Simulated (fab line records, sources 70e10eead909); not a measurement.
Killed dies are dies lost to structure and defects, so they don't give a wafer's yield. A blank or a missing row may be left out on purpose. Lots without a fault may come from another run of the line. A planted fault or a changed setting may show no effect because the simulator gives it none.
Tool commonality check | flow nand_harc | 3 lots, 9 wafers sampled

WHY IT WAS OPENED
At NHARC_END_SORT_01 the reading killed_at_array is flagged on 3 of 3 lots. Wafers without a fault read 31, standard deviation 11.
Rule: a lot is flagged when every wafer of it that has a number lies more than 4 standard deviations from that mean, or none has a number. The other lots count as sound.

lot  | measured     | on        | killed_at_array, wafer by wafer | flag
L570 | day 23 20:34 | prober-02 | 118 128 109                     | FLAGGED
L574 | day 23 21:27 | prober-01 | 127 136 132                     | FLAGGED
L572 | day 24 05:12 | prober-02 | 138 130 103                     | FLAGGED
The numbers of the flagged lots are 125 on average: +94 against the usual, or +9 standard deviations.

WHICH TOOL RAN EACH LOT
The record holds 3 process steps before the reading, out of a route of 1159 steps. In each cell: the tool, then ch and the chambers that the sampled wafers went through, then the start.
lot  | flag    | NHARC_A_BLC_STRIP_29               | NHARC_THIN_TSV_ETCH_44             | NHARC_THIN_TSV_ETCH_59
L570 | FLAGGED | rie_diel-08 ch 0,1,3, day 21 19:58 | rie_diel-08 ch 1,2,3, day 23 00:31 | rie_metal-02 ch 0,1, day 23 06:43
L574 | FLAGGED | rie_diel-08 ch 1,3, day 22 01:16   | rie_diel-08 ch 2,3, day 23 02:10   | rie_metal-01 ch 0,1, day 23 08:15
L572 | FLAGGED | rie_diel-08 ch 0,1,2, day 21 22:35 | rie_diel-07 ch 1,2,3, day 23 03:19 | rie_metal-01 ch 0,1, day 23 09:28
What these steps do:
- NHARC_A_BLC_STRIP_29: strips in CF4.
- NHARC_THIN_TSV_ETCH_44: etches the open film in CF4/O2, target depth 1594.2 nm, time 797.1 s.
- NHARC_THIN_TSV_ETCH_59: etches the open film in Cl2/BCl3, target depth 880 nm, time 138.1 s.
- NHARC_END_SORT_01

FLAGGED OVER TOTAL, TOOL BY TOOL (the gauges that took the reading come last)
step                   | tool         | lots run | flagged | share of the flagged lots | sound lots run after its first flagged lot
NHARC_A_BLC_STRIP_29   | rie_diel-08  | 3        | 3       | all                       | 0
NHARC_THIN_TSV_ETCH_44 | rie_diel-07  | 1        | 1       | some                      | 0
NHARC_THIN_TSV_ETCH_44 | rie_diel-08  | 2        | 2       | some                      | 0
NHARC_THIN_TSV_ETCH_59 | rie_metal-01 | 2        | 2       | some                      | 0
NHARC_THIN_TSV_ETCH_59 | rie_metal-02 | 1        | 1       | some                      | 0
NHARC_END_SORT_01      | prober-01    | 1        | 1       | some                      | 0
NHARC_END_SORT_01      | prober-02    | 2        | 2       | some                      | 0

WHAT THE TABLE ALLOWS
1 row of the table ran every flagged lot: rie_diel-08 at NHARC_A_BLC_STRIP_29.
- rie_diel-08 at NHARC_A_BLC_STRIP_29: 3 of its 3 lots flagged. It ran no sound lot before its first flagged lot in this sample, so the start can't be narrowed down.
One tool is left: rie_diel-08 at NHARC_A_BLC_STRIP_29.

WHAT THE SIMULATOR HAD PUT IN
Chamber particle source: rie_diel-08, from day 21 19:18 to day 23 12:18, at NHARC_A_BLC_STRIP_29. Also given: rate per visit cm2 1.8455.
Lots struck among those shown: L570, L574, L572. The rule above found the same.
